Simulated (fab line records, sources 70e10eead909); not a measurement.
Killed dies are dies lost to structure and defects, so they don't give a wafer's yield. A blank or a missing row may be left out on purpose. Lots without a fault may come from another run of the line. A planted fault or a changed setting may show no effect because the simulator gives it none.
Chamber matching | flow nand_harc | NHARC_A_M1_ETCH_35 on rie_diel-01: 4 sister chambers
The step etches the open film in N2/H2, target depth 40 nm, overetch 12 nm, time 43.94 s. 8 wafers are shown with their chamber, then 12 later ones without.

WAFERS WITH THEIR CHAMBER
wafer  | chamber | drypump_motor_current_A (A) | showerhead_plenum_p_Torr (Torr)
L076.1 | 0       | 6.4                         | 2.17
L082.4 | 0       | 6.4                         | 2.17
L083.5 | 1       | 5.5                         | 1.97
L090.4 | 1       | 5.6                         | 1.96
L090.5 | 2       | 5.4                         | 2.03
L091.2 | 3       | 6.5                         | 1.97
L091.5 | 2       | 5.4                         | 2.03
L091.6 | 3       | 6.5                         | 1.97

WAFERS WITHOUT THEIR CHAMBER
wafer  | drypump_motor_current_A (A) | showerhead_plenum_p_Torr (Torr)
L092.1 | 6.5                         | 1.97
L092.4 | 5.4                         | 2.03
L092.5 | 5.4                         | 2.03
L094.2 | 6.4                         | 2.17
L094.3 | 6.5                         | 1.97
L094.5 | 6.4                         | 2.17
L096.1 | 5.4                         | 2.03
L096.3 | 6.5                         | 1.97
L096.5 | 6.4                         | 2.17
L097.2 | 6.4                         | 2.17
L097.4 | 5.4                         | 2.03
L097.6 | 5.4                         | 2.03

WHICH CHAMBER EACH WENT THROUGH
wafer  | from the rows above | in truth
L092.1 | 3                   | 3
L092.4 | 2                   | 2
L092.5 | 2                   | 2
L094.2 | 0                   | 0
L094.3 | 3                   | 3
L094.5 | 0                   | 0
L096.1 | 2                   | 2
L096.3 | 3                   | 3
L096.5 | 0                   | 0
L097.2 | 0                   | 0
L097.4 | 2                   | 2
L097.6 | 2                   | 2
Placed correctly: 12 of 12. Can't be placed from these rows: 0. Placed wrongly: 0.
How it was worked out, from the rows above alone: a wafer's distance from a chamber is the root of the sum, over the readings, of the square of ((its reading less the chamber's mean) divided by the reading's scatter). The wafer belongs to the nearest chamber; if the next one is less than 2 further off, it can't be placed. A chamber's mean is the mean of its shown wafers. The scatter: the root of (the sum of the squares of (reading less its chamber's mean) over the shown wafers, divided by (wafers less chambers)).
